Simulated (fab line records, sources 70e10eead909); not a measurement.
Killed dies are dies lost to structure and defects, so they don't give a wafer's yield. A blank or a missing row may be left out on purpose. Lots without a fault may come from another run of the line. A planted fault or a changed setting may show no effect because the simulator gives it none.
Which tool did it? | flow nand_harc | 24 lots, 72 wafers sampled, at 6 steps of a route of 1302

WHAT THE GAUGES READ, wafer by wafer
The record holds no reading of a measuring or inspecting step that can be judged against a usual standard deviation.

WHICH TOOL RAN EACH LOT (tool, then ch and the chambers of the sampled wafers, then the start)
lot  | NHARC_A_STAIRCASE_TRIM_18      | NHARC_A_STAIRCASE_ETCH_197     | NHARC_A_STAIRCASE_ETCH_203     | NHARC_A_STAIRCASE_TRIM_222     | NHARC_A_STAIRCASE_ETCH_232     | NHARC_A_STAIRCASE_TRIM_233
L075 | rie_diel-10 ch 0,1,2, no start | rie_diel-10 ch 1,3, no start   | rie_diel-10 ch 0,2,3, no start | rie_diel-10 ch 0,3, no start   | rie_diel-13 ch 2,3, no start   | rie_diel-13 ch 0,1,3, no start
L074 | rie_diel-02 ch 0,1,3, no start | rie_diel-02 ch 1,2, no start   | rie_diel-02 ch 0,2,3, no start | rie_diel-13 ch 0,1,3, no start | rie_diel-13 ch 0,2,3, no start | rie_diel-13 ch 1,2, no start
L076 | rie_diel-02 ch 1,3, no start   | rie_diel-13 ch 1,3, no start   | rie_diel-13 ch 0,1,3, no start | rie_diel-02 ch 1,3, no start   | rie_diel-10 ch 0,1,2, no start | rie_diel-10 ch 1,2,3, no start
L077 | rie_diel-10 ch 1,2, no start   | rie_diel-02 ch 1,2,3, no start | rie_diel-02 ch 1,2, no start   | rie_diel-10 ch 0,1,3, no start | rie_diel-02 ch 1,2, no start   | rie_diel-02 ch 2,3, no start
L078 | rie_diel-13 ch 0,1,3, no start | rie_diel-13 ch 1,3, no start   | rie_diel-13 ch 1,2,3, no start | rie_diel-13 ch 0,1,2, no start | rie_diel-10 ch 0,2, no start   | rie_diel-10 ch 0,2,3, no start
L079 | rie_diel-13 ch 0,1, no start   | rie_diel-13 ch 0,2, no start   | rie_diel-13 ch 0,1,2, no start | rie_diel-02 ch 0,1,2, no start | rie_diel-10 ch 0,1, no start   | rie_diel-10 ch 1,2,3, no start
L080 | rie_diel-02 ch 0,1,2, no start | rie_diel-02 ch 1,2,3, no start | rie_diel-02 ch 0,2,3, no start | rie_diel-02 ch 0,1,2, no start | rie_diel-02 ch 0,1,3, no start | rie_diel-02 ch 0,1,2, no start
L081 | rie_diel-13 ch 2,3, no start   | rie_diel-10 ch 0,2,3, no start | rie_diel-10 ch 1,2,3, no start | rie_diel-10 ch 1,3, no start   | rie_diel-13 ch 2,3, no start   | rie_diel-13 ch 0,3, no start
L082 | rie_diel-10 ch 0,3, no start   | rie_diel-13 ch 1,2,3, no start | rie_diel-13 ch 0,1,3, no start | rie_diel-13 ch 1,2,3, no start | rie_diel-02 ch 0,1,3, no start | rie_diel-02 ch 1,2,3, no start
L083 | rie_diel-10 ch 0,1,3, no start | rie_diel-02 ch 0,2,3, no start | rie_diel-02 ch 0,1,3, no start | rie_diel-02 ch 0,2,3, no start | rie_diel-10 ch 0,1,3, no start | rie_diel-10 ch 0,1,3, no start
L085 | rie_diel-10 ch 0,1,3, no start | rie_diel-02 ch 0,1,3, no start | rie_diel-02 ch 0,1,2, no start | rie_diel-02 ch 0,2,3, no start | rie_diel-02 ch 1,2,3, no start | rie_diel-02 ch 0,1,2, no start
L084 | rie_diel-02 ch 1,3, no start   | rie_diel-13 ch 0,2,3, no start | rie_diel-13 ch 0,3, no start   | rie_diel-10 ch 0,1,3, no start | rie_diel-02 ch 0,1,3, no start | rie_diel-02 ch 0,1,2, no start
L086 | rie_diel-13 ch 1,3, no start   | rie_diel-10 ch 0,1,3, no start | rie_diel-10 ch 0,1, no start   | rie_diel-02 ch 1,3, no start   | rie_diel-02 ch 0,1,3, no start | rie_diel-02 ch 1,3, no start
L087 | rie_diel-02 ch 1,2,3, no start | rie_diel-02 ch 0,1, no start   | rie_diel-02 ch 0,2,3, no start | rie_diel-10 ch 0,1,2, no start | rie_diel-10 ch 1,2, no start   | rie_diel-10 ch 1,2,3, no start
L088 | rie_diel-10 ch 0,1,3, no start | rie_diel-02 ch 1,2,3, no start | rie_diel-02 ch 1,2,3, no start | rie_diel-13 ch 0,1,2, no start | rie_diel-13 ch 0,1,2, no start | rie_diel-13 ch 0,1,3, no start
L089 | rie_diel-10 ch 1,2,3, no start | rie_diel-10 ch 0,2,3, no start | rie_diel-10 ch 0,3, no start   | rie_diel-10 ch 0,1,3, no start | rie_diel-10 ch 0,1, no start   | rie_diel-10 ch 0,2,3, no start
L091 | rie_diel-13 ch 0,3, no start   | rie_diel-02 ch 0,1,3, no start | rie_diel-02 ch 0,2,3, no start | rie_diel-10 ch 1,2,3, no start | rie_diel-10 ch 0,1,2, no start | rie_diel-10 ch 2,3, no start
L090 | rie_diel-10 ch 1,2, no start   | rie_diel-13 ch 1,2,3, no start | rie_diel-13 ch 0,1, no start   | rie_diel-02 ch 0,2,3, no start | rie_diel-02 ch 0,1, no start   | rie_diel-02 ch 1,2,3, no start
L092 | rie_diel-13 ch 0,1,2, no start | rie_diel-02 ch 0,1,2, no start | rie_diel-02 ch 0,2,3, no start | rie_diel-13 ch 1,2,3, no start | rie_diel-02 ch 1,2,3, no start | rie_diel-02 ch 1,2,3, no start
L093 | rie_diel-13 ch 1,2,3, no start | rie_diel-13 ch 1,2,3, no start | rie_diel-13 ch 1,2,3, no start | rie_diel-13 ch 0,1,2, no start | rie_diel-10 ch 0,1,2, no start | rie_diel-10 ch 1,2,3, no start
L094 | rie_diel-13 ch 0,1,3, no start | rie_diel-13 ch 0,1,3, no start | rie_diel-13 ch 0,1, no start   | rie_diel-02 ch 1,2, no start   | rie_diel-13 ch 1,3, no start   | rie_diel-13 ch 1,2,3, no start
L096 | rie_diel-02 ch 0,2,3, no start | rie_diel-13 ch 0,2,3, no start | rie_diel-13 ch 1,2, no start   | rie_diel-10 ch 0,2,3, no start | rie_diel-10 ch 0,1,3, no start | rie_diel-10 ch 0,2,3, no start
L095 | rie_diel-13 ch 0,2,3, no start | rie_diel-13 ch 1,2,3, no start | rie_diel-13 ch 0,1,2, no start | rie_diel-10 ch 0,2,3, no start | rie_diel-02 ch 1,2,3, no start | rie_diel-02 ch 0,1,2, no start
L097 | rie_diel-13 ch 1,3, no start   | rie_diel-13 ch 0,2,3, no start | rie_diel-13 ch 1,2,3, no start | rie_diel-10 ch 2,3, no start   | rie_diel-10 ch 0,1,2, no start | rie_diel-10 ch 2,3, no start
- NHARC_A_STAIRCASE_TRIM_18: chemistry O2, time 211.2 s.
- NHARC_A_STAIRCASE_ETCH_197: etches the open film in C4F8/O2, target depth 100 nm, time 40.5 s.
- NHARC_A_STAIRCASE_ETCH_203: etches the open film in C4F8/O2, target depth 100 nm, time 40.5 s.
- NHARC_A_STAIRCASE_TRIM_222: chemistry O2, time 211.2 s.
- NHARC_A_STAIRCASE_ETCH_232: etches the open film in C4F8/O2, target depth 100 nm, time 40.5 s.
- NHARC_A_STAIRCASE_TRIM_233: chemistry O2, time 211.2 s.

WHAT THE TOOLS THEMSELVES READ (means of the sampled wafers that have a number; where no wafer has one, the mark that the record gives instead)
NHARC_A_STAIRCASE_TRIM_18. Usual: drypump_motor_current_A 5.6 A, standard deviation 0.4; oes_product_au 1.001 a.u., standard deviation 0.0087; rf_vpp_V 57.7 V, standard deviation 0.87; showerhead_plenum_p_Torr 3.49 Torr, standard deviation 0.14; throttle_valve_pct 17.036 %, standard deviation 0.0096.
lot  | tool        | drypump_motor_current_A (A) | oes_product_au (a.u.) | rf_vpp_V (V) | showerhead_plenum_p_Torr (Torr) | throttle_valve_pct (%) | flag
L075 | rie_diel-10 | 5.5                         | 0.996                 | 57.8         | 3.47                            | 17.046                 |
L074 | rie_diel-02 | 5.4                         | 0.997                 | 57.5         | 3.50                            | 17.038                 |
L076 | rie_diel-02 | 5.3                         | 1.003                 | 58.7         | 3.47                            | 17.042                 |
L077 | rie_diel-10 | 5.3                         | 0.992                 | 58.0         | 3.48                            | 17.027                 |
L078 | rie_diel-13 | 5.8                         | 0.998                 | 57.3         | 3.44                            | 17.031                 |
L079 | rie_diel-13 | 5.9                         | 0.996                 | 57.6         | 3.54                            | 17.023                 |
L080 | rie_diel-02 | 5.7                         | 1.000                 | 58.6         | 3.66                            | 17.037                 |
L081 | rie_diel-13 | 5.4                         | 1.007                 | 57.0         | 3.32                            | 17.049                 |
L082 | rie_diel-10 | 5.6                         | 1.003                 | 57.7         | 3.35                            | 17.046                 |
L083 | rie_diel-10 | 5.6                         | 0.997                 | 57.6         | 3.42                            | 17.039                 |
L085 | rie_diel-10 | 5.6                         | 1.000                 | 57.8         | 3.42                            | 17.039                 |
L084 | rie_diel-02 | 5.3                         | 1.005                 | 57.3         | 3.63                            | 17.033                 |
L086 | rie_diel-13 | 5.8                         | 1.007                 | 57.1         | 3.49                            | 17.030                 |
L087 | rie_diel-02 | 5.5                         | 1.003                 | 58.8         | 3.62                            | 17.041                 |
L088 | rie_diel-10 | 5.6                         | 1.001                 | 56.5         | 3.41                            | 17.033                 |
L089 | rie_diel-10 | 5.4                         | 0.989                 | 58.2         | 3.43                            | 17.030                 |
L091 | rie_diel-13 | 5.9                         | 1.005                 | 58.4         | 3.54                            | 17.041                 |
L090 | rie_diel-10 | 5.5                         | 1.001                 | 57.7         | 3.49                            | 17.034                 |
L092 | rie_diel-13 | 5.8                         | 0.999                 | 58.0         | 3.44                            | 17.034                 |
L093 | rie_diel-13 | 5.5                         | 0.999                 | 58.8         | 3.58                            | 17.036                 |
L094 | rie_diel-13 | 5.8                         | 1.008                 | 57.8         | 3.59                            | 17.036                 |
L096 | rie_diel-02 | 5.1                         | 1.000                 | 58.2         | 3.55                            | 17.040                 |
L095 | rie_diel-13 | 5.6                         | 1.002                 | 58.1         | 3.51                            | 17.030                 |
L097 | rie_diel-13 | 5.6                         | 1.002                 | 58.7         | 3.72                            | 17.035                 |

NHARC_A_STAIRCASE_ETCH_197. Usual: oes_product_au 0.950 a.u., standard deviation 0.018; rf_vpp_V 895 V, standard deviation 5.5.
lot  | tool        | oes_product_au (a.u.) | rf_vpp_V (V) | flag
L075 | rie_diel-10 | 0.969                 | 894          |
L074 | rie_diel-02 | 0.950                 | 893          |
L076 | rie_diel-13 | 0.971                 | 895          |
L077 | rie_diel-02 | 0.977                 | 894          |
L078 | rie_diel-13 | 0.918                 | 895          |
L079 | rie_diel-13 | 0.955                 | 890          |
L080 | rie_diel-02 | 0.945                 | 899          |
L081 | rie_diel-10 | 0.945                 | 891          |
L082 | rie_diel-13 | 0.949                 | 892          |
L083 | rie_diel-02 | 0.971                 | 896          |
L085 | rie_diel-02 | 0.946                 | 901          |
L084 | rie_diel-13 | 0.950                 | 890          |
L086 | rie_diel-10 | 0.952                 | 891          |
L087 | rie_diel-02 | 0.923                 | 903          |
L088 | rie_diel-02 | 0.933                 | 899          |
L089 | rie_diel-10 | 0.938                 | 891          |
L091 | rie_diel-02 | 0.944                 | 900          |
L090 | rie_diel-13 | 0.951                 | 898          |
L092 | rie_diel-02 | 0.941                 | 901          |
L093 | rie_diel-13 | 0.946                 | 897          |
L094 | rie_diel-13 | 0.975                 | 898          |
L096 | rie_diel-13 | 0.959                 | 894          |
L095 | rie_diel-13 | 0.924                 | 898          |
L097 | rie_diel-13 | 0.948                 | 895          |

NHARC_A_STAIRCASE_ETCH_203. Usual: oes_product_au 0.946 a.u., standard deviation 0.011; rf_vpp_V 895 V, standard deviation 5.4.
lot  | tool        | oes_product_au (a.u.) | rf_vpp_V (V) | flag
L075 | rie_diel-10 | 0.955                 | 891          |
L074 | rie_diel-02 | 0.942                 | 898          |
L076 | rie_diel-13 | 0.937                 | 892          |
L077 | rie_diel-02 | 0.959                 | 890          |
L078 | rie_diel-13 | 0.943                 | 891          |
L079 | rie_diel-13 | 0.950                 | 895          |
L080 | rie_diel-02 | 0.956                 | 898          |
L081 | rie_diel-10 | 0.945                 | 892          |
L082 | rie_diel-13 | 0.947                 | 893          |
L083 | rie_diel-02 | 0.952                 | 900          |
L085 | rie_diel-02 | 0.941                 | 900          |
L084 | rie_diel-13 | 0.955                 | 889          |
L086 | rie_diel-10 | 0.934                 | 893          |
L087 | rie_diel-02 | 0.948                 | 897          |
L088 | rie_diel-02 | 0.940                 | 899          |
L089 | rie_diel-10 | 0.945                 | 890          |
L091 | rie_diel-02 | 0.948                 | 897          |
L090 | rie_diel-13 | 0.942                 | 895          |
L092 | rie_diel-02 | 0.943                 | 897          |
L093 | rie_diel-13 | 0.944                 | 898          |
L094 | rie_diel-13 | 0.954                 | 895          |
L096 | rie_diel-13 | 0.931                 | 895          |
L095 | rie_diel-13 | 0.941                 | 892          |
L097 | rie_diel-13 | 0.941                 | 897          |

NHARC_A_STAIRCASE_TRIM_222. Usual: drypump_motor_current_A 5.5 A, standard deviation 0.42; oes_product_au 1.002 a.u., standard deviation 0.0082; rf_vpp_V 57.6 V, standard deviation 0.89; showerhead_plenum_p_Torr 3.49 Torr, standard deviation 0.14; throttle_valve_pct 17.036 %, standard deviation 0.009.
lot  | tool        | drypump_motor_current_A (A) | oes_product_au (a.u.) | rf_vpp_V (V) | showerhead_plenum_p_Torr (Torr) | throttle_valve_pct (%) | flag
L075 | rie_diel-10 | 5.6                         | 1.010                 | 57.3         | 3.36                            | 17.029                 |
L074 | rie_diel-13 | 5.8                         | 1.002                 | 57.2         | 3.45                            | 17.042                 |
L076 | rie_diel-02 | 5.3                         | 1.002                 | 58.1         | 3.47                            | 17.031                 |
L077 | rie_diel-10 | 5.7                         | 1.011                 | 57.8         | 3.43                            | 17.033                 |
L078 | rie_diel-13 | 5.8                         | 0.999                 | 57.9         | 3.46                            | 17.023                 |
L079 | rie_diel-02 | 5.7                         | 1.001                 | 58.4         | 3.66                            | 17.027                 |
L080 | rie_diel-02 | 5.7                         | 1.006                 | 57.6         | 3.65                            | 17.041                 |
L081 | rie_diel-10 | 5.6                         | 1.001                 | 58.2         | 3.47                            | 17.042                 |
L082 | rie_diel-13 | 5.6                         | 1.005                 | 56.8         | 3.41                            | 17.034                 |
L083 | rie_diel-02 | 5.1                         | 1.003                 | 57.9         | 3.56                            | 17.037                 |
L085 | rie_diel-02 | 5.1                         | 1.011                 | 57.3         | 3.56                            | 17.034                 |
L084 | rie_diel-10 | 5.6                         | 1.003                 | 57.5         | 3.41                            | 17.035                 |
L086 | rie_diel-02 | 5.8                         | 1.004                 | 57.9         | 3.71                            | 17.046                 |
L087 | rie_diel-10 | 5.5                         | 0.991                 | 57.5         | 3.44                            | 17.043                 |
L088 | rie_diel-13 | 5.8                         | 0.998                 | 57.5         | 3.44                            | 17.042                 |
L089 | rie_diel-10 | 5.6                         | 1.006                 | 56.4         | 3.40                            | 17.041                 |
L091 | rie_diel-10 | 5.5                         | 1.000                 | 57.7         | 3.42                            | 17.026                 |
L090 | rie_diel-02 | 5.1                         | 1.003                 | 58.3         | 3.55                            | 17.035                 |
L092 | rie_diel-13 | 5.6                         | 1.003                 | 57.7         | 3.57                            | 17.037                 |
L093 | rie_diel-13 | 5.7                         | 1.003                 | 57.7         | 3.44                            | 17.035                 |
L094 | rie_diel-02 | 5.7                         | 1.005                 | 57.3         | 3.59                            | 17.037                 |
L096 | rie_diel-10 | 5.5                         | 0.996                 | 56.9         | 3.36                            | 17.040                 |
L095 | rie_diel-10 | 5.4                         | 0.996                 | 57.5         | 3.36                            | 17.032                 |
L097 | rie_diel-10 | 5.4                         | 0.999                 | 57.8         | 3.35                            | 17.043                 |

NHARC_A_STAIRCASE_ETCH_232. Usual: oes_product_au 0.949 a.u., standard deviation 0.011; rf_vpp_V 895 V, standard deviation 5.
lot  | tool        | oes_product_au (a.u.) | rf_vpp_V (V) | flag
L075 | rie_diel-13 | 0.954                 | 890          |
L074 | rie_diel-13 | 0.948                 | 890          |
L076 | rie_diel-10 | 0.952                 | 894          |
L077 | rie_diel-02 | 0.950                 | 893          |
L078 | rie_diel-10 | 0.947                 | 892          |
L079 | rie_diel-10 | 0.950                 | 892          |
L080 | rie_diel-02 | 0.951                 | 901          |
L081 | rie_diel-13 | 0.954                 | 889          |
L082 | rie_diel-02 | 0.950                 | 900          |
L083 | rie_diel-10 | 0.940                 | 892          |
L085 | rie_diel-02 | 0.946                 | 899          |
L084 | rie_diel-02 | 0.961                 | 900          |
L086 | rie_diel-02 | 0.951                 | 901          |
L087 | rie_diel-10 | 0.937                 | 894          |
L088 | rie_diel-13 | 0.949                 | 892          |
L089 | rie_diel-10 | 0.937                 | 894          |
L091 | rie_diel-10 | 0.950                 | 893          |
L090 | rie_diel-02 | 0.948                 | 903          |
L092 | rie_diel-02 | 0.960                 | 899          |
L093 | rie_diel-10 | 0.948                 | 892          |
L094 | rie_diel-13 | 0.954                 | 900          |
L096 | rie_diel-10 | 0.928                 | 891          |
L095 | rie_diel-02 | 0.947                 | 898          |
L097 | rie_diel-10 | 0.938                 | 892          |

NHARC_A_STAIRCASE_TRIM_233. Usual: drypump_motor_current_A 5.5 A, standard deviation 0.43; oes_product_au 1.001 a.u., standard deviation 0.0091; rf_vpp_V 57.8 V, standard deviation 0.91; showerhead_plenum_p_Torr 3.49 Torr, standard deviation 0.14; throttle_valve_pct 17.037 %, standard deviation 0.0093.
lot  | tool        | drypump_motor_current_A (A) | oes_product_au (a.u.) | rf_vpp_V (V) | showerhead_plenum_p_Torr (Torr) | throttle_valve_pct (%) | flag
L075 | rie_diel-13 | 5.8                         | 1.005                 | 58.3         | 3.45                            | 17.046                 |
L074 | rie_diel-13 | 5.7                         | 0.995                 | 57.5         | 3.52                            | 17.036                 |
L076 | rie_diel-10 | 5.5                         | 1.013                 | 58.1         | 3.45                            | 17.039                 |
L077 | rie_diel-02 | 5.2                         | 1.007                 | 58.4         | 3.54                            | 17.036                 |
L078 | rie_diel-10 | 5.5                         | 0.999                 | 57.0         | 3.39                            | 17.025                 |
L079 | rie_diel-10 | 5.5                         | 0.999                 | 57.2         | 3.44                            | 17.029                 |
L080 | rie_diel-02 | 5.7                         | 1.003                 | 58.3         | 3.65                            | 17.044                 |
L081 | rie_diel-13 | 5.9                         | 1.008                 | 57.4         | 3.37                            | 17.035                 |
L082 | rie_diel-02 | 5.5                         | 1.003                 | 58.0         | 3.62                            | 17.037                 |
L083 | rie_diel-10 | 5.6                         | 0.991                 | 57.5         | 3.41                            | 17.037                 |
L085 | rie_diel-02 | 5.7                         | 0.996                 | 58.7         | 3.65                            | 17.033                 |
L084 | rie_diel-02 | 5.7                         | 0.996                 | 58.3         | 3.65                            | 17.038                 |
L086 | rie_diel-02 | 5.3                         | 1.010                 | 58.8         | 3.63                            | 17.034                 |
L087 | rie_diel-10 | 5.5                         | 1.001                 | 57.7         | 3.43                            | 17.033                 |
L088 | rie_diel-13 | 5.8                         | 1.000                 | 57.8         | 3.42                            | 17.031                 |
L089 | rie_diel-10 | 5.5                         | 0.993                 | 57.8         | 3.37                            | 17.042                 |
L091 | rie_diel-10 | 5.5                         | 0.994                 | 56.8         | 3.36                            | 17.038                 |
L090 | rie_diel-02 | 5.5                         | 1.004                 | 57.4         | 3.60                            | 17.035                 |
L092 | rie_diel-02 | 5.5                         | 1.008                 | 57.9         | 3.60                            | 17.036                 |
L093 | rie_diel-10 | 5.5                         | 0.996                 | 57.7         | 3.42                            | 17.040                 |
L094 | rie_diel-13 | 5.5                         | 1.010                 | 57.7         | 3.57                            | 17.044                 |
L096 | rie_diel-10 | 5.5                         | 0.991                 | 56.2         | 3.36                            | 17.034                 |
L095 | rie_diel-02 | 5.7                         | 1.005                 | 59.1         | 3.62                            | 17.044                 |
L097 | rie_diel-10 | 5.4                         | 0.995                 | 58.0         | 3.35                            | 17.034                 |

THE ANSWER, worked out from the rows above alone
Rule: a lot is off if the mean of its wafers that have a number lies more than 3 standard deviations from the usual mean. A lot without any number at a reading at which 4 lots or more have one is off too. The other lots that the step has rows for count as sound. The gauges are gone through in route order, then the tools' own readings, and for those a lot's mean is taken as printed above. The first step at which some lot is off is used, and at that step the reading that is off furthest; a lot without a number counts as furthest.
No lot is off at any reading shown: from this, nothing can be told.

WHAT THE SIMULATOR HAD PUT IN
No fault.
